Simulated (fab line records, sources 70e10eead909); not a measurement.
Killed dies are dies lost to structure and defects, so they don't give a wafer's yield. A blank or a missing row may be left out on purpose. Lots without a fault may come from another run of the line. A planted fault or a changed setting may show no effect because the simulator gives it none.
Which tool did it? | flow nand_harc | 13 lots, 39 wafers sampled, at 5 steps of a route of 1302

WHAT THE GAUGES READ, wafer by wafer
NHARC_END_SORT_01.
lot  | measured     | on        | killed_at_array | killed_at_other | killed_at_periphery | killed_dies | killed_open | killed_short
L535 | day 24 12:26 | prober-01 | 48 48 48        | 1 3 0           | 2 3 4               | 51 54 52    | 2 4 6       | 3 3 7
L537 | day 25 01:58 | prober-02 | 53 47 54        | 0 0 0           | 2 2 2               | 55 49 56    | 0 3 4       | 3 2 3
L538 | day 26 17:32 | prober-02 | 67 54 59        | 0 1 0           | 5 2 9               | 72 57 68    | 6 3 3       | 2 1 1
L539 | day 26 16:48 | prober-01 | 23 16 16        | 0 0 1           | 1 1 2               | 24 17 19    | 1 1 3       | 1 2 3
L542 | day 27 08:38 | prober-02 | 23 20 28        | 4 0 1           | 3 5 1               | 30 25 30    | 3 5 5       | 0 4 1
L550 | day 31 01:32 | prober-01 | 673 675 670     | 2 0 2           | 2 2 5               | 677 677 677 | 2 1 3       | 1 4 2
L549 | day 30 17:19 | prober-02 | 675 667 673     | 0 0 0           | 2 10 4              | 677 677 677 | 1 4 4       | 0 4 2
L552 | day 31 07:44 | prober-01 | 80 77 68        | 1 0 0           | 6 10 8              | 87 87 76    | 3 5 2       | 1 4 3
L551 | day 30 23:29 | prober-02 | 672 673 670     | 0 0 1           | 5 4 6               | 677 677 677 | 3 3 3       | 1 5 2
L553 | day 32 04:54 | prober-02 | 59 53 64        | 1 1 2           | 2 3 5               | 62 57 71    | 4 2 5       | 2 0 0
L555 | day 33 10:22 | prober-01 | 49 47 46        | 5 1 1           | 1 4 3               | 55 52 50    | 4 3 2       | 4 0 2
L556 | day 33 11:07 | prober-02 | 23 26 21        | 0 0 2           | 5 5 4               | 28 31 27    | 4 1 3       | 2 0 2
L557 | day 34 08:01 | prober-01 | 60 40 62        | 0 1 0           | 3 4 5               | 63 45 67    | 3 1 5       | 4 2 3

WHICH TOOL RAN EACH LOT (tool, then ch and the chambers of the sampled wafers, then the start)
lot  | NHARC_A_CHANNEL_FILL_D2_ETCHBACK_19 | NHARC_A_CHANNEL_FILL_D2_ETCHBACK_20 | NHARC_A_CHANNEL_FILL_D2_ALD_25   | NHARC_A_CHANNEL_FILL_D2_CMP_10
L535 | rie_si-06 ch 0,1,2, day 14 13:20    | rie_diel-11 ch 0,2,3, day 14 13:28  | ald_hk-02 ch 0,1, day 15 00:47   | cmp-01 ch 0,1,2, day 15 12:13
L537 | rie_si-06 ch 0,2,3, day 15 14:25    | rie_diel-11 ch 0,1,3, day 15 14:32  | ald_hk-02 ch 0,1,3, day 16 02:27 | cmp-01 ch 1,2,3, day 16 13:44
L538 | rie_si-02 ch 1,2, day 16 05:18      | rie_diel-09 ch 0,2, day 16 05:26    | ald_hk-04 ch 0,2, day 16 16:50   | cmp-03 ch 1,2, day 17 04:08
L539 | rie_si-04 ch 2,3, day 16 09:35      | rie_diel-13 ch 0,1,3, day 16 09:42  | ald_hk-01 ch 0,1,2, day 16 22:22 | cmp-03 ch 0,3, day 17 09:44
L542 | rie_si-04 ch 0,1,2, day 17 05:34    | rie_diel-13 ch 2,3, day 17 05:41    | ald_hk-01 ch 0,1,3, day 17 21:39 | cmp-01 ch 0,1, day 18 07:40
L550 | rie_si-06 ch 0,3, day 20 21:40      | rie_diel-11 ch 0,1,3, day 20 21:49  | ald_hk-04 ch 0,1,3, day 21 11:06 | cmp-01 ch 0,2,3, day 21 21:21
L549 | rie_si-04 ch 0,1,2, day 20 21:40    | rie_diel-13 ch 0,2,3, day 20 21:49  | ald_hk-01 ch 1,2,3, day 21 11:04 | cmp-04 ch 1,3, day 21 21:16
L552 | rie_si-06 ch 0,3, day 21 10:19      | rie_diel-09 ch 0,1,3, day 21 10:27  | ald_hk-04 ch 0,3, day 22 01:02   | cmp-01 ch 2,3, day 22 12:16
L551 | rie_si-02 ch 1,2,3, day 21 10:20    | rie_diel-13 ch 1,2,3, day 21 10:26  | ald_hk-01 ch 0,1,3, day 22 01:02 | cmp-04 ch 0,1,2, day 22 12:21
L553 | rie_si-04 ch 1,2,3, day 22 02:58    | rie_diel-11 ch 0,1,3, day 22 03:04  | ald_hk-01 ch 0,2,3, day 22 15:25 | cmp-01 ch 0,1, day 23 02:14
L555 | rie_si-04 ch 0,1,3, day 23 13:04    | rie_diel-13 ch 0,1,3, day 23 13:11  | ald_hk-04 ch 0,1,3, day 24 01:40 | cmp-03 ch 0,1,3, day 24 13:01
L556 | rie_si-06 ch 0,1,3, day 23 13:05    | rie_diel-11 ch 0,1,2, day 23 13:11  | ald_hk-01 ch 1,2,3, day 24 02:55 | cmp-04 ch 1,2,3, day 24 13:06
L557 | rie_si-02 ch 0,2, day 24 04:17      | rie_diel-11 ch 0,1,2, day 24 04:24  | ald_hk-04 ch 0,1,2, day 24 17:35 | cmp-01 ch 0,2, day 25 03:40
- NHARC_A_CHANNEL_FILL_D2_ETCHBACK_19: etches the open film in HBr/Cl2, target depth 5 nm, time 1.7 s.
- NHARC_A_CHANNEL_FILL_D2_ETCHBACK_20: etches the open film in C4F8/O2/Ar, target depth 27 nm, time 13.5 s.
- NHARC_A_CHANNEL_FILL_D2_ALD_25: deposits SiOx, target thk 60 nm, pulse time 10 s, ald cycles 600.
- NHARC_A_CHANNEL_FILL_D2_CMP_10: polishes, target thk 150 nm.

WHAT THE TOOLS THEMSELVES READ (means of the sampled wafers that have a number; where no wafer has one, the mark that the record gives instead)
NHARC_A_CHANNEL_FILL_D2_ETCHBACK_19.
lot  | tool      | drypump_motor_current_A (A) | oes_product_au (a.u.) | throttle_valve_pct (%)
L535 | rie_si-06 | 6.2                         | 0.998                 | 26.406
L537 | rie_si-06 | 6.1                         | 1.008                 | 26.406
L538 | rie_si-02 | 5.7                         | 0.994                 | 26.409
L539 | rie_si-04 | 5.8                         | 1.005                 | 26.412
L542 | rie_si-04 | 5.8                         | 0.998                 | 26.403
L550 | rie_si-06 | 6.2                         | 1.010                 | 26.404
L549 | rie_si-04 | 5.8                         | 1.005                 | 26.410
L552 | rie_si-06 | 6.2                         | 1.011                 | 26.406
L551 | rie_si-02 | 5.4                         | 0.998                 | 26.404
L553 | rie_si-04 | 5.9                         | 1.002                 | 26.407
L555 | rie_si-04 | 5.9                         | 1.005                 | 26.400
L556 | rie_si-06 | 6.3                         | 1.004                 | 26.402
L557 | rie_si-02 | 5.4                         | 1.003                 | 26.400

NHARC_A_CHANNEL_FILL_D2_ETCHBACK_20.
lot  | tool        | oes_product_au (a.u.) | rf_vpp_V (V)
L535 | rie_diel-11 | 0.975                 | 977
L537 | rie_diel-11 | 0.988                 | 978
L538 | rie_diel-09 | 1.001                 | 977
L539 | rie_diel-13 | 0.998                 | 983
L542 | rie_diel-13 | 0.989                 | 979
L550 | rie_diel-11 | 0.987                 | 979
L549 | rie_diel-13 | 0.949                 | 981
L552 | rie_diel-09 | 1.007                 | 976
L551 | rie_diel-13 | 1.002                 | 982
L553 | rie_diel-11 | 1.003                 | 979
L555 | rie_diel-13 | 1.003                 | 982
L556 | rie_diel-11 | 0.925                 | 976
L557 | rie_diel-11 | 1.004                 | 976

NHARC_A_CHANNEL_FILL_D2_ALD_25.
lot  | tool      | heater_power_outer_w (W) | heater_power_w (W) | precursor_pulse_height_rel
L535 | ald_hk-02 | 263                      | 472                | 0.997
L537 | ald_hk-02 | 275                      | 485                | 1.003
L538 | ald_hk-04 | 271                      | 514                | 0.994
L539 | ald_hk-01 | 253                      | 449                | 0.993
L542 | ald_hk-01 | 254                      | 483                | 1.001
L550 | ald_hk-04 | -                        | -                  | -
L549 | ald_hk-01 | -                        | -                  | -
L552 | ald_hk-04 | 265                      | 491                | 1.010
L551 | ald_hk-01 | -                        | -                  | -
L553 | ald_hk-01 | 264                      | 475                | 0.979
L555 | ald_hk-04 | 240                      | 441                | 0.983
L556 | ald_hk-01 | 263                      | 493                | 0.992
L557 | ald_hk-04 | 252                      | 460                | 0.986

NHARC_A_CHANNEL_FILL_D2_CMP_10.
lot  | tool   | motor_current_A (A) | time_to_endpoint_s (s)
L535 | cmp-01 | 12.2                | 13.8
L537 | cmp-01 | 12.0                | 18.3
L538 | cmp-03 | 13.3                | 19.1
L539 | cmp-03 | 12.0                | 15.6
L542 | cmp-01 | 12.1                | 14.9
L550 | cmp-01 | 11.7                | 16.2
L549 | cmp-04 | 12.5                | 13.8
L552 | cmp-01 | 12.1                | 16.9
L551 | cmp-04 | 12.2                | 15.4
L553 | cmp-01 | 12.4                | 14.5
L555 | cmp-03 | 12.8                | 13.3
L556 | cmp-04 | 13.0                | 14.4
L557 | cmp-01 | 12.1                | 14.7

THE ANSWER, worked out from the rows above alone
Rule: what is usual is taken from the lots themselves. Put in order of their means at a reading, lots are off if they are a third of the lots or fewer, leave a main group of 4 or more, and stand apart from it by a gap of 3 or more times the standard deviation of the main group's means; of several such gaps the widest counts. A main group whose means are all the same, to the digits that the tables above print for the reading, isn't used. A lot without any number at a reading at which 4 lots or more have one is off too. The other lots that the step has rows for count as sound. The gauges are gone through in route order, then the tools' own readings, and for those a lot's mean is taken as printed above. The first step at which some lot is off is used, and at that step the reading that is off furthest; a lot without a number counts as furthest.
Off: L550, L549, L551, at NHARC_END_SORT_01 (killed_at_array). The main group: mean 46, standard deviation 18.
A tool fits if, at a process step before that reading, it ran every lot that is off, and no sound lot after the first of them. The gauges at NHARC_END_SORT_01 aren't tried: what is off there is off at NHARC_A_CHANNEL_FILL_D2_ALD_25 too, on other tools, and a gauge's error can't cause that. None of those tried fits.

WHAT THE SIMULATOR HAD PUT IN
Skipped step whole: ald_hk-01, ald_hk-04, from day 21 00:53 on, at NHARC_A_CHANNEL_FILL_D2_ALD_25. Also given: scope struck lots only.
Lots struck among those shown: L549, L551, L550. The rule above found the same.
